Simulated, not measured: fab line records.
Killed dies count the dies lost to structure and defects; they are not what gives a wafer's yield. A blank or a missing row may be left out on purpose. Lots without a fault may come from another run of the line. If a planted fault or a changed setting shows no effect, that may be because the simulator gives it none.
Which of the tools did it? :: flow nand harc :: 36 wafers sampled from 12 lots at 1 step of a route of 1302

== WHAT THE GAUGES READ, wafer by wafer ==
NHARC_A_CHANNEL_HOLE_D2_CD_MEAS_18.
lot: L075
measured: day 13 09:55
on: cd sem-01
cd nm (nm): 98.0 98.8 102.6

lot: L077
measured: day 14 08:45
on: cd sem-02
cd nm (nm): 101.9 100.2 98.8

lot: L079
measured: day 15 04:59
on: cd sem-02
cd nm (nm): 101.1 100.4 100.7

lot: L081
measured: day 16 03:02
on: cd sem-01
cd nm (nm): 100.1 98.5 99.8

lot: L083
measured: day 17 03:43
on: cd sem-02
cd nm (nm): 99.7 99.1 99.7

lot: L085
measured: day 17 14:47
on: cd sem-02
cd nm (nm): 101.2 104.5 100.4

lot: L087
measured: day 18 15:06
on: cd sem-02
cd nm (nm): 98.7 100.0 101.7

lot: L091
measured: day 19 21:28
on: cd sem-02
cd nm (nm): 101.0 102.4 102.2

lot: L089
measured: day 19 22:46
on: cd sem-02
cd nm (nm): 98.3 97.2 99.6

lot: L093
measured: day 21 05:18
on: cd sem-03
cd nm (nm): 99.3 98.4 100.5

lot: L095
measured: day 22 02:15
on: cd sem-01
cd nm (nm): 99.3 101.7 100.6

lot: L096
measured: day 22 07:44
on: cd sem-02
cd nm (nm): 99.0 99.7 98.5

== WHICH TOOL RAN EACH LOT (tool, then ch and the chambers of the sampled wafers, then the start) ==
Before these readings, the record contains no process step.

== THE ANSWER, worked out from the rows above alone ==
Rule: what is usual is taken from the lots themselves. The widest of any qualifying gaps counts: lots, ordered by their means at a reading, are off when they make up no more than a third of the lots, leave a main group of 4 or more, and stand apart from it by 3 or more times the standard deviation of that group's means. If all means in a main group match to the digits the tables above print for the reading, that group is not used. Also off: a lot with no number at a reading for which 4 or more lots have one. Where the step has rows for the other lots, those lots are counted as sound.
Nothing can be told from this: no lot is off at any reading shown.

== WHAT THE SIMULATOR HAD PUT IN ==
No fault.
